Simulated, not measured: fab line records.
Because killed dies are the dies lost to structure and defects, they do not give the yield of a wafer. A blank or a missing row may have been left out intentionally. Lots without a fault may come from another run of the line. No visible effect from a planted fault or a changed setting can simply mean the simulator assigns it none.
A struck lot beside a sound one -- flow n5-finfet -- 15 steps out of a route of 1938
Sound: these wafers, L172.3, L172.4, L172.5. Struck: wafer L178.6 (left out: L178.4, a lot-mate that was not struck); the cause follows at the end.
For every step that has rows: the tool of each side, followed by ch and its chambers, followed by its first start. Under that, the readings that differ: sound wafers -- struck wafers -- difference of the means -- sigmas: that difference in standard deviations of wafers without a fault.
alike: readings whose means differ by less than 2 such deviations, and words and numbers that are the same on both sides. not compared: withheld readings, readings that some wafer has no value for, bounds like >300 that may hide the same value, and numbers for which the record gives no deviation and whose values overlap.
The two part at a step that has a row with sigmas, a row that says differs or no value, or rows on one side only. Numbers that don't overlap but have no deviation are shown without sigmas and don't part them. Lack of a reading on every wafer of one side parts them only where that side has two or more wafers.

first, 1 step without rows for these wafers: N5_BEOL_M10_STRIP_77 (strips in N2/H2, time 10 s).
N5_BEOL_M10_OCD_MEAS_38:
  sound: ocd-02 at day 13 13:04; struck: ocd-02 at day 14 05:45
  alike: trench-depth-nm
then, 4 steps without rows for these wafers: N5_BEOL_M10_HM_STRIP_39 (strips TiN in peroxide tin strip, target depth 25 nm, time 158 s); N5_BEOL_M10_SRD_40 (time 30 s); N5_BEOL_M10_PRECLEAN_42 (cleans in residue remover, time 60 s); N5_BEOL_M10_SRD_43 (time 30 s).
N5_BEOL_M10_CD_MEAS_35: the cd target is 70 nm.
  sound: cd-sem-03 at day 13 13:13; struck: cd-sem-03 at day 14 05:54
  alike: cd-nm
then, 1 step without rows for these wafers: N5_BEOL_M10_CURE_72 (cures SiCOH lowk, time 120 s).
N5_BEOL_M10_DEGAS_44: time 60 s.
  sound: pvd-sputter-03 at day 13 13:40; struck: pvd-sputter-02 at day 14 08:22
  alike: heater-power-w
N5_BEOL_M10_PRE_CLEAN_45: time 30 s.
  sound: pvd-sputter-03 at day 13 13:42; struck: pvd-sputter-02 at day 14 08:25
  alike: heater-power-w
N5_BEOL_M10_ALD_74: deposits TaN, target thk 2 nm, pulse time 2 s, purge time 3 s.
  sound on ald-metal-03 ch 1,2,3, day 13 13:46; struck on ald-metal-01 ch 3, day 14 08:28
  alike: heater-power-w
  not compared: since-wet-clean-h
N5_BEOL_M10_SURFACE_TREAT_76:
  sound: pvd-sputter-02 at day 13 14:10; struck: pvd-sputter-03 at day 14 08:47
  not compared: pressure-mtorr, throttle-valve-pct
N5_BEOL_M10_CVD_75: deposits Co from CCTBA/H2, target thk 2 nm, time 138.9 s.
  sound on cvd-co-01 ch 0,1,2, day 13 14:13; struck on cvd-co-02 ch 1, day 14 08:53
reading,sound,struck,difference,sigmas
run-length-s (s),161.3 162.2 161.5,164.3,+2.6,+5
  not compared: since-wet-clean-h
N5_BEOL_M10_SPUTTER_48: material Cu, target thk 12 nm, time 2 s.
  sound: pvd-sputter-03 at day 13 14:23; struck: pvd-sputter-02 at day 14 08:57
  alike: throttle-valve-pct
after that, 1 step had no rows for these wafers: N5_PASSIVATION_PROBE_49.

WHERE THEY PART
N5_BEOL_M10_CVD_75 only, going by this record. Later steps at which nothing parts them and some readings are alike: N5_BEOL_M10_SPUTTER_48.

WHY: the cause the simulator had injected
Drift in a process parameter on cvd-co-02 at N5_BEOL_M10_CVD_75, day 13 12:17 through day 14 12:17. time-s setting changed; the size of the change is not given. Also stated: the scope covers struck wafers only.
